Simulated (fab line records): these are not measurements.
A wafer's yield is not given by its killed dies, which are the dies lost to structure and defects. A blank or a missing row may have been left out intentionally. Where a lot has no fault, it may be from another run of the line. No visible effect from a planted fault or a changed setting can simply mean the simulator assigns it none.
Chamber matching :: flow nand_harc :: NHARC_A_M0_ETCH_34 on rie_diel-01: 4 sister chambers
The step etches the open film in N2/H2, target depth 40 nm, overetch 12 nm, time 43.94 s. 18 wafers are shown with their chamber, then 9 later ones without.

== WAFERS, EACH WITH ITS CHAMBER ==
wafer: L075.1
chamber: 1
showerhead_plenum_p_Torr (Torr): 2.18
drypump_motor_current_A (A): 6.3
rf_vpp_V (V): 434.1

wafer: L075.3
chamber: 2
showerhead_plenum_p_Torr (Torr): 2.07
drypump_motor_current_A (A): 6.5
rf_vpp_V (V): 432.7

wafer: L075.6
chamber: 0
showerhead_plenum_p_Torr (Torr): 2.09
drypump_motor_current_A (A): 6.0
rf_vpp_V (V): 433.6

wafer: L077.2
chamber: 0
showerhead_plenum_p_Torr (Torr): 2.09
drypump_motor_current_A (A): 5.9
rf_vpp_V (V): 431.8

wafer: L077.4
chamber: 1
showerhead_plenum_p_Torr (Torr): 2.18
drypump_motor_current_A (A): 6.3
rf_vpp_V (V): 434.8

wafer: L077.5
chamber: 0
showerhead_plenum_p_Torr (Torr): 2.09
drypump_motor_current_A (A): 6.0
rf_vpp_V (V): 431.6

wafer: L078.1
chamber: 3
showerhead_plenum_p_Torr (Torr): 1.98
drypump_motor_current_A (A): 5.4
rf_vpp_V (V): 428.9

wafer: L078.5
chamber: 0
showerhead_plenum_p_Torr (Torr): 2.09
drypump_motor_current_A (A): 6.0
rf_vpp_V (V): 432.3

wafer: L078.6
chamber: 3
showerhead_plenum_p_Torr (Torr): 1.98
drypump_motor_current_A (A): 5.4
rf_vpp_V (V): 428.6

wafer: L080.1
chamber: 0
showerhead_plenum_p_Torr (Torr): 2.09
drypump_motor_current_A (A): 5.9
rf_vpp_V (V): 430.4

wafer: L080.2
chamber: 2
showerhead_plenum_p_Torr (Torr): 2.07
drypump_motor_current_A (A): 6.5
rf_vpp_V (V): 430.3

wafer: L080.4
chamber: 1
showerhead_plenum_p_Torr (Torr): 2.17
drypump_motor_current_A (A): 6.3
rf_vpp_V (V): 434.4

wafer: L081.2
chamber: 1
showerhead_plenum_p_Torr (Torr): 2.17
drypump_motor_current_A (A): 6.3
rf_vpp_V (V): 435.2

wafer: L081.4
chamber: 2
showerhead_plenum_p_Torr (Torr): 2.07
drypump_motor_current_A (A): 6.5
rf_vpp_V (V): 430.6

wafer: L081.6
chamber: 3
showerhead_plenum_p_Torr (Torr): 1.98
drypump_motor_current_A (A): 5.4
rf_vpp_V (V): 428.9

wafer: L084.1
chamber: 3
showerhead_plenum_p_Torr (Torr): 1.98
drypump_motor_current_A (A): 5.5
rf_vpp_V (V): 427.2

wafer: L084.2
chamber: 0
showerhead_plenum_p_Torr (Torr): 2.09
drypump_motor_current_A (A): 6.0
rf_vpp_V (V): 431.3

wafer: L084.3
chamber: 2
showerhead_plenum_p_Torr (Torr): 2.07
drypump_motor_current_A (A): 6.5
rf_vpp_V (V): 430.8

SIGNATURES (averages over the wafers above)
reading: showerhead_plenum_p_Torr
chamber 0: 2.0900
chamber 1: 2.1750
chamber 2: 2.0700
chamber 3: 1.9800
scatter within a chamber: 0.00267

reading: drypump_motor_current_A
chamber 0: 5.967
chamber 1: 6.300
chamber 2: 6.500
chamber 3: 5.425
scatter within a chamber: 0.0386

reading: rf_vpp_V
chamber 0: 431.833
chamber 1: 434.625
chamber 2: 431.100
chamber 3: 428.400
scatter within a chamber: 0.924
Rule: for each reading, subtract the chamber's mean from the wafer's reading, divide by that reading's scatter and square the result; add these up over the readings and take the root, which gives the wafer's distance from the chamber. If the next closest chamber is less than 2 further off than the closest, the wafer can't be placed; otherwise it belongs to the closest. The scatter: take each reading less its chamber's mean, square it, sum over the shown wafers, divide by the number of wafers less the number of chambers, and take the root.

== WAFERS MISSING THEIR CHAMBER ==
wafer: L084.4
showerhead_plenum_p_Torr (Torr): 2.17
drypump_motor_current_A (A): 6.3
rf_vpp_V (V): 434.3

wafer: L084.5
showerhead_plenum_p_Torr (Torr): 1.98
drypump_motor_current_A (A): 5.4
rf_vpp_V (V): 428.4

wafer: L084.6
showerhead_plenum_p_Torr (Torr): 2.07
drypump_motor_current_A (A): 6.5
rf_vpp_V (V): 430.3

wafer: L091.2
showerhead_plenum_p_Torr (Torr): 1.98
drypump_motor_current_A (A): 5.4
rf_vpp_V (V): 429.9

wafer: L091.4
showerhead_plenum_p_Torr (Torr): 2.17
drypump_motor_current_A (A): 6.3
rf_vpp_V (V): 434.8

wafer: L091.6
showerhead_plenum_p_Torr (Torr): 2.07
drypump_motor_current_A (A): 6.5
rf_vpp_V (V): 430.2

wafer: L090.2
showerhead_plenum_p_Torr (Torr): 2.17
drypump_motor_current_A (A): 6.3
rf_vpp_V (V): 433.8

wafer: L090.4
showerhead_plenum_p_Torr (Torr): 2.07
drypump_motor_current_A (A): 6.5
rf_vpp_V (V): 429.6

wafer: L090.5
showerhead_plenum_p_Torr (Torr): 2.07
drypump_motor_current_A (A): 6.5
rf_vpp_V (V): 432.9

== CHAMBER TAKEN BY EACH ==
wafer: L084.4
from the rows above: 1
in truth: 1

wafer: L084.5
from the rows above: 3
in truth: 3

wafer: L084.6
from the rows above: 2
in truth: 2

wafer: L091.2
from the rows above: 3
in truth: 3

wafer: L091.4
from the rows above: 1
in truth: 1

wafer: L091.6
from the rows above: 2
in truth: 2

wafer: L090.2
from the rows above: 1
in truth: 1

wafer: L090.4
from the rows above: 2
in truth: 2

wafer: L090.5
from the rows above: 2
in truth: 2
Correct placement for 9 of the 9. Not placeable from these rows: 0. 0 placed wrongly.
